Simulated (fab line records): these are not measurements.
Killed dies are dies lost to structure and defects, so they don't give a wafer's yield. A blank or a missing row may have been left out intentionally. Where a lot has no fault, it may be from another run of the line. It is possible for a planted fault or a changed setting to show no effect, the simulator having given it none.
8D (eight disciplines) problem report, filled in by code    flow n5_finfet    the parts of the form that need people (team, actions taken, sign-off) are left out

== 1. WHAT IS WRONG ==
At N5_FIN_SAQP_INSPECT_18, raw_defect_count averages 1228 over 6 wafers from 2 lots, while fault-free wafers read 462, standard deviation 120. Measured from the usual mean, that is +6.4 standard deviations.
The step: inspects for defects (brightfield).
The first sign was on wafer L218.2 at day 6 04:13, on defect_inspect-01. The record holds 12 wafers of 4 lots with a number at this step. The rule behind "out" and "out of limits": a value lying over 4 standard deviations away from the usual mean. All remaining wafers that have a number are taken as sound.

== 2. WHAT IT IS AND WHAT IT IS NOT ==
question                     is                      is not
which readings at this step  raw_defect_count        -
which lots                   L218, L219              L211, L224
which wafers of those lots   all that have a number  -
read on which gauges         defect_inspect-01       defect_inspect-02
when                         from day 6 04:13        up to then (3 sound wafers); but 3 sound wafers of L224 came after

== 3. THE SUSPECTS, EACH WITH WHAT RULES IT OUT ==
Counting: a tool stays on the suspect list if, at a process step up to the reading, it processed all lots that are out and no sound lot following the first of them.
- ruled out: the gauge at N5_FIN_SAQP_INSPECT_18. All the wafers that are out were read on defect_inspect-01, but those of them that N5_PASSIVATION_PROBE_49 has rows for are out there too, on other tools.
- pecvd-01 at N5_FIN_SAQP_PECVD_48 (deposits SiNx from SiH4/NH3/N2, target thk 25 nm, time 22.1 s): kept. All lots that are out passed through it, beginning with L218 at day 6 03:32, and no sound lot followed; its final sound lot before that point was L211 at day 4 09:22.
Remaining after the count: pecvd-01 at N5_FIN_SAQP_PECVD_48.

== 4. THE CAUSE (what the simulator had put in) ==
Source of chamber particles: pecvd-01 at N5_FIN_SAQP_PECVD_48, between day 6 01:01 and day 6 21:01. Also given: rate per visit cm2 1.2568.
The count eliminated every tool but this one.

== 5. THE CHAIN OF EFFECTS, in route order ==
Each row: a reading whose mean over the struck wafers that have a number lies more than 3 standard deviations from the usual. Only readings whose record carries a usual standard deviation are examined. hours: median over the lots of the time between each lot's start at the first step of this table that gives one and its start at this step. sigmas: the change, counted in usual standard deviations.
hours  step                     reading              usual  on struck wafers  change  sigmas
0      N5_FIN_SAQP_INSPECT_18   raw_defect_count     462    1228              +766    +6.4
5      N5_FIN_SAQP_INSPECT_40   raw_defect_count     242    1034              +792    +12
6      N5_FIN_CUT_INSPECT_10    raw_defect_count     44     858               +814    +68
245    N5_PASSIVATION_PROBE_49  killed_at_front_end  42     178               +136    +11
245    N5_PASSIVATION_PROBE_49  killed_dies          105    236               +131    +8.2
The process steps in it:
- N5_PASSIVATION_PROBE_49

== 6. WHAT WOULD HAVE CAUGHT IT SOONER ==
In this record the first reading out of limits at a measuring or inspecting step was taken at day 6 04:13, 3 hours after the fault began at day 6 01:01.
An alarm limit of 4 standard deviations would not have fired on the tool readings at N5_FIN_SAQP_PECVD_48 for which the record gives a usual standard deviation, since none of them was out on any struck wafer.
Of the lots that are out (2), L219 began N5_FIN_SAQP_PECVD_48 on pecvd-01 after day 6 04:13. It would have been spared by a hold on the tool at that moment.
